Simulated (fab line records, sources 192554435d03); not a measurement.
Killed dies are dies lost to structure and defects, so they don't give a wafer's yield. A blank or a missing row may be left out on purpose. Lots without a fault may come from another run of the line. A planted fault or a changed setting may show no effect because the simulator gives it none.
A struck lot beside a sound one | flow n5_finfet | 14 steps out of a route of 1938
Sound: wafers L261.3, L261.4, L261.6. Struck: wafer L272.6. (L272.4, L272.5 of the same lot were not struck and are left out.) The cause comes at the end.
At each step with rows: each side's tool, then ch and its chambers, then its first start. Under that, the readings that differ: sound wafers | struck wafers | difference of the means | sigmas: that difference in standard deviations of wafers without a fault.
alike: readings whose means differ by less than 2 such deviations, and words and numbers that are the same on both sides. not compared: withheld readings, readings that some wafer has no value for, bounds like >300 that may hide the same value, and numbers for which the record gives no deviation and whose values overlap.
The two part at a step that has a row with sigmas, a row that says differs or no value, or rows on one side only. Numbers that don't overlap but have no deviation are shown without sigmas and don't part them. A reading that every wafer of one side lacks parts them only if that side has two wafers or more.

first, 2 steps without rows for these wafers: N5_BEOL_M13_PRECLEAN_39 (cleans in residue remover, time 60 s); N5_BEOL_M13_SRD_40 (time 30 s, dry time 30 s).
N5_BEOL_M13_DEGAS_41: time 60 s.
  sound on pvd_sputter-01, day 10 21:22; struck on pvd_sputter-03, day 13 16:26
  alike: heater_power_w
then, 2 steps without rows for these wafers: N5_BEOL_M13_PRE_CLEAN_42 (time 30 s); N5_BEOL_M13_SPUTTER_43 (material TaN, target thk 15 nm, time 24.19 s).
N5_BEOL_M13_SPUTTER_44: material Ta, target thk 10 nm, time 16.13 s.
  sound on pvd_sputter-01, day 10 21:32; struck on pvd_sputter-03, day 13 16:36
  alike: throttle_valve_pct
N5_BEOL_M13_SPUTTER_45: material Cu, target thk 80 nm, time 13.33 s.
  sound on pvd_sputter-01, day 10 21:37; struck on pvd_sputter-03, day 13 16:41
  alike: throttle_valve_pct
then, 1 step without rows for these wafers: N5_BEOL_M13_ECD_47 (material Cu, target thk 936 nm).
N5_BEOL_M13_ANNEAL_48: time 90 s.
  sound on rtp_anneal-02 ch 0, day 10 22:07; struck on rtp_anneal-02 ch 0, day 13 17:29
  alike: wafer_temp_C_max
N5_BEOL_M13_CMP_49: polishes, stops on SiOC, t overpolish 17.1 s, target thk 420 nm.
  sound on cmp-01 ch 1,2, day 10 22:19; struck on cmp-04 ch 3, day 13 17:39
  alike: barrier_field_endpoint_s, clearing_platen_rpm, motor_current_A, overpolish_run_s, slurry_flow_ml_min
N5_BEOL_M13_THK_MEAS_50: measures by xrf.
  sound on film_metro-01, day 10 22:37; struck on film_metro-01, day 13 17:56
  alike: M13_THK
then, 1 step without rows for these wafers: N5_BEOL_M13_PRE_CLEAN_52 (time 15 s).
N5_BEOL_M13_DEP_53: deposits SiCN from 3MS/NH3, target thk 50 nm, time 17.8 s.
  sound on pecvd-02 ch 1,2, day 10 22:41; struck on pecvd-01 ch 2, day 13 18:01
  reading                                   | sound          | struck | difference | sigmas
  model.SiCN_of_BEOL_M13_DEP_53.thk_nm (nm) | 50.2 51.6 51.2 | 22.2   | -28.8      |
  alike: showerhead_plenum_p_Torr, throttle_valve_pct
N5_BEOL_M13_RS_MEAS_54: measures by four-point-probe.
  sound on film_metro-02, day 10 22:44; struck on film_metro-02, day 13 18:04
  alike: M13_RS

WHERE THEY PART
Nowhere in this record.

WHY: what the simulator had put in
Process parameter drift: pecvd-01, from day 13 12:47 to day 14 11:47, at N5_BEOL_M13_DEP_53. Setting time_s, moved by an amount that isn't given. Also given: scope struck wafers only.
